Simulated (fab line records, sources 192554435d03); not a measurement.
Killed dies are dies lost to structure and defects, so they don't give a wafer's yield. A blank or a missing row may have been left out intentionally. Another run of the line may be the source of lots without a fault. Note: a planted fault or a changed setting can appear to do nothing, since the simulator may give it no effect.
Which tool did it? | flow n5_finfet | 30 wafers from 10 lots sampled at 3 of the route's 1938 steps

== WHAT EACH GAUGE READ, for each wafer ==
N5_BEOL_M4_RC_MEAS_101. Usual: DIBL_N 36.3 mV/V, standard deviation 2.2; DIBL_P 36.0 mV/V, standard deviation 2.4; IOFF_N 0.16 nA/um, standard deviation 0.042; IOFF_P 0.22 nA/um, standard deviation 0.041; ION_N 672 uA/um, standard deviation 14; ION_P 462 uA/um, standard deviation 7.9; SS_N 71.7 mV/dec, standard deviation 0.76; SS_P 73.3 mV/dec, standard deviation 0.72; VT_N 250 mV, standard deviation 3.6; VT_P -249 mV, standard deviation 3.
lot  | measured     | on        | DIBL_N (mV/V)  | DIBL_P (mV/V)  | IOFF_N (nA/um) | IOFF_P (nA/um) | ION_N (uA/um) | ION_P (uA/um) | SS_N (mV/dec)  | SS_P (mV/dec)  | VT_N (mV)   | VT_P (mV)      | flag
L195 | day 8 11:30  | prober-02 | 34.8 38.0 36.3 | 35.2 37.8 36.1 | 0.15 0.21 0.17 | 0.20 0.26 0.22 | 679 687 689   | 465 464 465   | 70.7 72.2 71.3 | 72.5 74.1 73.2 | 251 248 249 | -251 -249 -251 |
L197 | day 8 23:58  | prober-02 | 37.0 38.0 37.0 | 38.2 38.6 37.7 | 0.18 0.19 0.17 | 0.25 0.25 0.24 | 675 666 676   | 465 454 470   | 72.0 72.3 72.0 | 74.1 73.6 73.1 | 248 246 247 | -249 -251 -249 |
L198 | day 9 02:52  | prober-02 | 40.6 41.0 41.2 | 39.6 40.1 40.5 | 0.24 0.25 0.27 | 0.30 0.30 0.32 | 690 691 704   | 475 469 477   | 71.8 72.7 72.2 | 74.6 74.5 74.6 | 244 241 241 | -245 -244 -246 |
L199 | day 9 13:12  | prober-01 | 32.6 35.4 35.2 | 30.9 35.6 34.7 | 0.10 0.16 0.14 | 0.14 0.20 0.18 | 651 671 661   | 450 460 454   | 71.1 71.6 72.3 | 71.5 72.7 72.0 | 256 248 248 | -253 -250 -250 |
L200 | day 9 17:12  | prober-02 | 35.0 35.1 37.3 | 34.9 34.7 37.2 | 0.15 0.15 0.20 | 0.21 0.21 0.27 | 661 672 673   | 459 462 466   | 71.3 70.9 71.7 | 72.7 73.5 74.0 | 253 251 247 | -249 -250 -247 |
L203 | day 10 06:27 | prober-02 | 37.8 39.1 39.7 | 35.5 38.1 37.4 | 0.18 0.20 0.20 | 0.22 0.26 0.23 | 675 678 680   | 464 465 461   | 72.2 72.0 72.5 | 73.7 73.9 73.3 | 250 246 249 | -248 -249 -248 |
L211 | day 13 06:53 | prober-01 | 35.3 35.4 38.4 | 33.0 32.8 37.0 | 0.13 0.14 0.21 | 0.18 0.19 0.25 | 679 667 696   | 469 457 479   | 70.9 71.1 71.5 | 73.2 73.2 73.8 | 254 252 247 | -253 -255 -248 |
L212 | day 14 01:11 | prober-01 | 37.3 38.0 33.8 | 39.3 39.8 34.4 | 0.20 0.21 0.12 | 0.30 0.31 0.19 | 689 692 661   | 482 476 460   | 70.9 72.5 70.5 | 74.7 74.0 72.2 | 244 245 252 | -241 -244 -249 |
L213 | day 14 04:23 | prober-02 | 36.8 36.5 36.3 | 37.1 38.0 37.4 | 0.18 0.20 0.18 | 0.24 0.26 0.23 | 679 706 692   | 464 483 467   | 72.0 71.7 71.8 | 73.5 73.3 73.1 | 247 243 248 | -248 -245 -246 |
L216 | day 14 21:55 | prober-02 | 36.6 34.5 33.8 | 36.4 35.3 34.7 | 0.15 0.13 0.11 | 0.18 0.18 0.16 | 655 664 657   | 445 459 453   | 72.2 70.8 70.8 | 73.0 72.3 72.7 | 253 251 255 | -253 -255 -252 |

N5_MIM_BOT_LITHO_INSPECT_12: inspects for defects (macro). Usual: raw_defect_count at 2.1, with a standard deviation of 1.5.
lot  | measured     | on                | raw_defect_count | flag
L195 | day 12 03:14 | defect_inspect-01 | 0 3 3            |
L197 | day 12 16:41 | defect_inspect-01 | 3 2 1            |
L198 | day 12 16:14 | defect_inspect-01 | 2 0 4            |
L199 | day 13 07:25 | defect_inspect-01 | 2 2 0            |
L200 | day 13 04:53 | defect_inspect-01 | 3 4 3            |
L203 | day 14 02:01 | defect_inspect-01 | 5 0 3            |
L211 | day 17 07:14 | defect_inspect-02 | 2 3 3            |
L212 | day 18 04:00 | defect_inspect-01 | 0 2 5            |
L213 | day 18 13:27 | defect_inspect-02 | 0 1 0            |
L216 | day 19 18:35 | defect_inspect-02 | 3 4 3            |

== WHICH TOOL RAN EACH LOT (tool, then ch and the chambers of the sampled wafers, then the start) ==
lot  | N5_MIM_TOP_ETCH_STRIP_01
L195 | rie_diel-02 ch 1,2, day 12 02:46
L197 | rie_diel-04 ch 0,1,3, day 12 16:05
L198 | rie_diel-04 ch 0,2,3, day 12 15:38
L199 | rie_diel-06 ch 1,2, day 13 06:49
L200 | rie_diel-06 ch 0,1,2, day 13 04:25
L203 | rie_diel-06 ch 0,1,2, day 14 01:32
L211 | rie_diel-06 ch 2,3, day 17 06:38
L212 | rie_diel-02 ch 0,2,3, day 18 03:22
L213 | rie_diel-04 ch 0,1, day 18 12:58
L216 | rie_diel-02 ch 0,3, day 19 17:59
- N5_MIM_TOP_ETCH_STRIP_01: strips in O2.

== WHAT THE TOOLS THEMSELVES READ (means of the sampled wafers that have a number; where no wafer has one, the mark that the record gives instead) ==
N5_MIM_TOP_ETCH_STRIP_01. Usual: chamber_pressure_mTorr 29.99 mTorr, standard deviation 0.088; drypump_motor_current_A 5.5 A, standard deviation 0.48; oes_product_au 0.77 a.u., standard deviation 0.071; rf_vpp_V 3.7 V, standard deviation 1.2; showerhead_plenum_p_Torr 2.11 Torr, standard deviation 0.053; throttle_valve_pct 16.71 %, standard deviation 0.24.
lot  | tool        | chamber_pressure_mTorr (mTorr) | drypump_motor_current_A (A) | oes_product_au (a.u.) | rf_vpp_V (V) | showerhead_plenum_p_Torr (Torr) | throttle_valve_pct (%) | flag
L195 | rie_diel-02 | 30.01                          | 5.9                         | 0.80                  | 4.7          | 2.11                            | 16.62                  |
L197 | rie_diel-04 | 30.01                          | 5.5                         | 0.76                  | 3.7          | 2.14                            | 16.71                  |
L198 | rie_diel-04 | 29.96                          | 5.1                         | 0.79                  | 3.2          | 2.09                            | 16.73                  |
L199 | rie_diel-06 | 30.02                          | 5.6                         | 0.72                  | 2.9          | 2.15                            | 17.01                  |
L200 | rie_diel-06 | 29.99                          | 5.4                         | 0.78                  | 3.5          | 2.11                            | 16.72                  |
L203 | rie_diel-06 | 29.99                          | 5.4                         | 0.79                  | 4.5          | 2.10                            | 16.72                  |
L211 | rie_diel-06 | 30.03                          | 6.1                         | 0.80                  | 5.0          | 2.05                            | 16.72                  |
L212 | rie_diel-02 | 30.05                          | 5.5                         | 0.83                  | 2.8          | 2.12                            | 16.65                  |
L213 | rie_diel-04 | 29.91                          | 5.5                         | 0.73                  | 2.5          | 2.11                            | 16.75                  |
L216 | rie_diel-02 | 30.00                          | 5.1                         | 0.77                  | 2.0          | 2.13                            | 16.65                  |

== THE ANSWER, worked out from the rows above alone ==
Rule: a lot is off if the mean of its wafers that have a number lies more than 3 standard deviations from the usual mean. Also off: a lot with no number at a reading for which 4 or more lots have one. All remaining lots with rows at the step are treated as sound. The gauges are gone through in route order, then the tools' own readings, and for those a lot's mean is taken as printed above. At the first step where some lot is off, the reading lying furthest off is the one used; lots without a number count as furthest.
Nothing can be told from this: no lot is off at any reading shown.

== WHAT WAS PUT IN BY THE SIMULATOR ==
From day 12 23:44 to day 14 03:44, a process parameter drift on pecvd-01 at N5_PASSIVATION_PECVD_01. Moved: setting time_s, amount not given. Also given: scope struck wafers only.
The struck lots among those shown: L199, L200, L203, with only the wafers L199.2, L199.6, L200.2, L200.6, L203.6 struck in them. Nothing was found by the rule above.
